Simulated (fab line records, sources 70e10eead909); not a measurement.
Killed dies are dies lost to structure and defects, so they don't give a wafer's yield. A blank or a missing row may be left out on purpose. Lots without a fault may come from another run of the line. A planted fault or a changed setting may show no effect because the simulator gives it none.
Chamber matching | flow nand_harc | NHARC_A_CHANNEL_HOLE_D2_DEP_01 on pecvd-04: 3 sister chambers
The step deposits SiON, target thk 140 nm. 33 wafers are shown with their chamber, then 12 later ones without.

WAFERS WITH THEIR CHAMBER
wafer  | chamber | heater_power_w (W) | rf_fwd_power_W (W)
L074.1 | 1       | 775                | 345.7
L074.3 | 2       | 1084               | 348.7
L074.5 | 1       | 779                | 348.1
L075.1 | 0       | 651                | 347.3
L075.3 | 1       | 741                | 348.5
L075.4 | 0       | 659                | 347.1
L078.3 | 0       | 746                | 348.8
L078.4 | 2       | 1045               | 348.7
L078.6 | 0       | 736                | 348.9
L077.3 | 2       | 940                | 349.1
L077.5 | 2       | 969                | 347.9
L077.6 | 1       | 716                | 349.1
L081.3 | 1       | 772                | 347.7
L081.4 | 0       | 739                | 349.7
L081.5 | 1       | 783                | 348.0
L083.1 | 2       | 908                | 347.3
L083.2 | 0       | 765                | 348.8
L083.3 | 1       | 747                | 347.7
L085.4 | 1       | 729                | 346.8
L085.5 | 0       | 741                | 349.6
L085.6 | 2       | 1044               | 349.8
L087.2 | 2       | 931                | 348.0
L087.3 | 1       | 673                | 348.6
L087.6 | 0       | 679                | 349.7
L088.3 | 1       | 790                | 347.6
L088.4 | 2       | 1024               | 347.5
L088.6 | 0       | 737                | 349.5
L092.3 | 0       | 614                | 348.1
L092.4 | 1       | 778                | 345.8
L092.5 | 0       | 630                | 348.7
L093.2 | 0       | 667                | 349.4
L093.3 | 2       | 892                | 348.7
L093.4 | 2       | 928                | 349.0

SIGNATURES (means of the wafers above)
reading        | chamber 0 | chamber 1 | chamber 2 | scatter within a chamber
heater_power_w | 697.00    | 753.00    | 976.50    | 52.8
rf_fwd_power_W | 348.800   | 347.600   | 348.470   | 0.935
Rule: a wafer's distance from a chamber is the root of the sum, over the readings, of the square of ((its reading less the chamber's mean) divided by the reading's scatter). The wafer belongs to the nearest chamber; if the next one is less than 2 further off, it can't be placed. The scatter: the root of (the sum of the squares of (reading less its chamber's mean) over the shown wafers, divided by (wafers less chambers)).

WAFERS WITHOUT THEIR CHAMBER
wafer  | heater_power_w (W) | rf_fwd_power_W (W)
L094.4 | 766                | 347.7
L094.5 | 599                | 348.2
L094.6 | 916                | 348.4
L095.2 | 697                | 349.2
L095.4 | 675                | 350.0
L095.5 | 1019               | 347.5
L096.1 | 977                | 347.8
L096.4 | 616                | 349.8
L096.5 | 662                | 347.7
L097.1 | 689                | 349.0
L097.3 | 783                | 348.8
L097.5 | 673                | 347.9

WHICH CHAMBER EACH WENT THROUGH
wafer  | from the rows above     | in truth
L094.4 | can't be placed: 1 or 0 | 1
L094.5 | can't be placed: 0 or 1 | 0
L094.6 | 2                       | 2
L095.2 | can't be placed: 0 or 1 | 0
L095.4 | can't be placed: 0 or 1 | 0
L095.5 | 2                       | 2
L096.1 | 2                       | 2
L096.4 | can't be placed: 0 or 1 | 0
L096.5 | can't be placed: 0 or 1 | 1
L097.1 | can't be placed: 0 or 1 | 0
L097.3 | can't be placed: 1 or 0 | 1
L097.5 | can't be placed: 0 or 1 | 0
Placed correctly: 3 of 12. Can't be placed from these rows: 9 (the true chamber is among the candidates in 9). Placed wrongly: 0.
